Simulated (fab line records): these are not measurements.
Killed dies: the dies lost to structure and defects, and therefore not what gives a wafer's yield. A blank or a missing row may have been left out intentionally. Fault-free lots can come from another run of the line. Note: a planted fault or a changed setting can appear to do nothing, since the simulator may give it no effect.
Problem report, 8D (eight disciplines) form, completed by code ; flow n5 finfet ; the parts of the form that need people (team, actions taken, sign-off) are left out

## 1. PROBLEM STATEMENT
Mean M6_ILD_THK at N5_BEOL_M6_THK_MEAS_01: 169.8 nm over 2 wafers in 2 lots; fault-free wafers: 155.9 nm, standard deviation 2.5. That puts it +5.5 standard deviations away from the usual mean.
First observed at day 14 23:58: wafer L278.5, on film metro-02. The record holds 31 wafers of 11 lots with a number at this step. Rule for "out", or "out of limits": more than 4 standard deviations from the usual mean. All remaining wafers that have a number are taken as sound.

## 2. WHAT IT IS, WHAT IT ISN'T
question;is;is not
which readings at this step;M6_ILD_THK;-
which lots;L278, L280;L263, L264, L265, L266, L267, L270, L271, L273, L285
which wafers of those lots;L278.5, L280.5;L278.1, L278.3, L280.1, L280.3
read on which gauges;film metro-01, film metro-02;-
when;from day 14 23:58;"up to then (24 sound wafers); but 5 sound wafers of L280, L285 came after"

## 3. WHAT RULES OUT EACH SUSPECT
Counting: a tool at a process step up to the reading stays a suspect if it ran every lot that is out. Sound lots after the first of them don't rule it out here, since some wafers of a struck lot are sound.
- the gauge at N5_BEOL_M6_THK_MEAS_01: ruled out. The wafers that are out were read on 2 gauges (film metro-01, film metro-02).
- pecvd-04 at N5_BEOL_M6_ILD_DEP_00 (deposits SiCOH lowk from DEMS/porogen, target thk 179.75 nm, time 33.4 s): kept. Every lot that is out went through it, the first being L278 (day 14 23:24); the last sound lot it ran before that was L271 (day 12 02:12).
After counting, what remains is pecvd-04 at N5_BEOL_M6_ILD_DEP_00.

## 4. THE CAUSE (what the simulator had put in)
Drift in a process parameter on pecvd-04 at N5_BEOL_M6_ILD_DEP_00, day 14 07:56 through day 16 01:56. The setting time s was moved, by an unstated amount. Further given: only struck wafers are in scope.
Only this tool survived the counting.

## 5. THE CHAIN OF EFFECTS, in route order
One row per reading whose mean, taken over the struck wafers that have a number, lies over 3 standard deviations from the usual. Readings are gone through only where the record gives a usual standard deviation; hours: the median, over the lots, of the time from a lot's start at the first step in this table giving one to that lot's start at this step; sigmas: the change measured in usual standard deviations.
hours;step;reading;usual;on struck wafers;change;sigmas
0;N5_BEOL_M6_THK_MEAS_01;M6_ILD_THK;155.9 nm;169.8;+13.8;+5.5
Later measuring or inspecting steps at which every struck wafer that the step has a row for has a number for every such reading, and none has moved that far: N5_BEOL_M6_OVL_MEAS_12.

## 6. WHAT WOULD HAVE CAUGHT IT SOONER
The first out-of-limits reading at a measuring or inspecting step in this record came at day 14 23:58, 16 hours after the fault's start at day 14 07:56.
No tool reading at N5_BEOL_M6_ILD_DEP_00 that has a usual standard deviation in the record was out on any struck wafer, so an alarm limit of 4 standard deviations on those readings would not have fired.
Lots out: 2; of these, L280 started N5_BEOL_M6_ILD_DEP_00 on pecvd-04 after day 14 23:58. A tool hold placed at that time would have kept it from harm.
